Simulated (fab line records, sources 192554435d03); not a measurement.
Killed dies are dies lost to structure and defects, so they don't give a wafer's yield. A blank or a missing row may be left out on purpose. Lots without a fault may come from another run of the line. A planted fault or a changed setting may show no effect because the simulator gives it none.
Split-lot experiment | flow n5_finfet | 7 lots, 21 wafers read, on a route of 1938 steps

THE SPLIT
At N5_BEOL_M15_PEB_26 (peb time 90 s), the setting peb_time_s was moved away from the recipe's 90 s on 12 of the 21 wafers read, by -20.0% to +19.0%. The other wafers ran this setting at the recipe's value.

FROM THE SPLIT TO THE READING: what the file shows between them, 2 steps
- N5_BEOL_M15_DEVELOP_27: develop time 45 s
- N5_BEOL_M15_HARDBAKE_32: time 120 s

THE READING
cd_nm, in nm, at N5_BEOL_M15_CD_MEAS_28 (target cd 407.6 nm). Fault-free wafers of this fab line usually give 406.2 nm, standard deviation 2.2 nm.

wafer  | tool, chamber at the split | peb_time_s as run, s | against the recipe | cd_nm, nm | against lot-mates on the recipe
L075.2 | litho_track-05, 0          | 102.1                | +13.4%             | 409.8     | +1.4
L075.3 | litho_track-05, 0          | 102.1                | +13.4%             | 411.7     | +3.3
L075.4 | litho_track-05, 0          | 90                   | recipe             | 408.4     | -
L077.3 | litho_track-01, 0          | 90                   | recipe             | 404.6     | -
L077.4 | litho_track-01, 0          | 78.73                | -12.5%             | 402.4     | -2.2
L077.6 | litho_track-01, 0          | 78.73                | -12.5%             | 402.2     | -2.4
L080.3 | litho_track-05, 0          | 98.09                | +9.0%              | 410.1     | +2.6
L080.4 | litho_track-05, 0          | 90                   | recipe             | 407.5     | -
L080.6 | litho_track-05, 0          | 98.09                | +9.0%              | 407.8     | +0.3
L084.1 | litho_track-01, 0          | 90                   | recipe             | 408.0     | -
L084.3 | litho_track-01, 0          | 71.99                | -20.0%             | 398.6     | -9.4
L084.5 | litho_track-01, 0          | 71.99                | -20.0%             | 401.3     | -6.7
L092.1 | litho_track-02, 0          | 107.1                | +19.0%             | 410.8     | +6.8
L092.3 | litho_track-02, 0          | 90                   | recipe             | 404.0     | -
L092.6 | litho_track-02, 0          | 107.1                | +19.0%             | 409.6     | +5.6
L095.1 | litho_track-02, 0          | 90                   | recipe             | 408.3     | -
L095.3 | litho_track-02, 0          | 90                   | recipe             | 406.2     | -
L095.6 | litho_track-02, 0          | 90                   | recipe             | 409.8     | -
L096.2 | litho_track-02, 0          | 98.15                | +9.1%              | 412.4     | +3.7
L096.3 | litho_track-02, 0          | 90                   | recipe             | 408.7     | -
L096.4 | litho_track-02, 0          | 98.15                | +9.1%              | 410.8     | +2.1

THE FIT
A straight line over all 21 wafers: cd_nm changes by +0.297 nm for each +1% of peb_time_s; r = +0.88; the points scatter about the line by 1.8 nm.
The same after taking each lot's own level away (the mean of its wafers on the recipe; 21 wafers): +0.304 nm for each +1%; r = +0.93; scatter 1.4 nm.
On that fit, the largest move of peb_time_s shifts the reading by 6.1 nm.
The lots' own levels span 404.00 to 408.70 nm, that is 2.1 times the standard deviation above.
So the lot-to-lot level changes the slope little: the two slopes agree.
Check: with one of the wafers moved furthest among these (-20.0%) left out of the fit, the line predicts -5.4 nm for it against its lot-mates. It came out at -9.4 nm against them.

THE WHOLE CHAIN: every reading that the file lists as answering this split, in the file's order
step                   | what it does                                                            | reading                                                         | change (the file's fit)               | r (the file's)
N5_BEOL_M15_CD_MEAS_28 | target cd 407.6 nm                                                      | cd_nm                                                           | +0.299 nm for each +1% of the setting | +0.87
N5_BEOL_M15_DESCUM_33  | chemistry O2, time 7.9 s                                                | BEOL_M15.cd_nm (the simulator's own value, which no gauge read) | +0.31 nm for each +1% of the setting  | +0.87
N5_BEOL_M15_ETCH_61    | etches BARC in N2/H2, target depth 89 nm, overetch 26.7 nm, time 67.9 s | BEOL_M15.cd_nm (the simulator's own value, which no gauge read) | +0.335 nm for each +1% of the setting | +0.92
N5_BEOL_M15_ETCH_38    | etches SiCN in CF4/N2, target depth 106.4 nm, time 120.5 s              | BEOL_M15.cd_nm (the simulator's own value, which no gauge read) | +0.333 nm for each +1% of the setting | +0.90

THE FILE'S OWN FIT
cd_nm changes by +0.299 nm for each +1% of peb_time_s, r = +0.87.
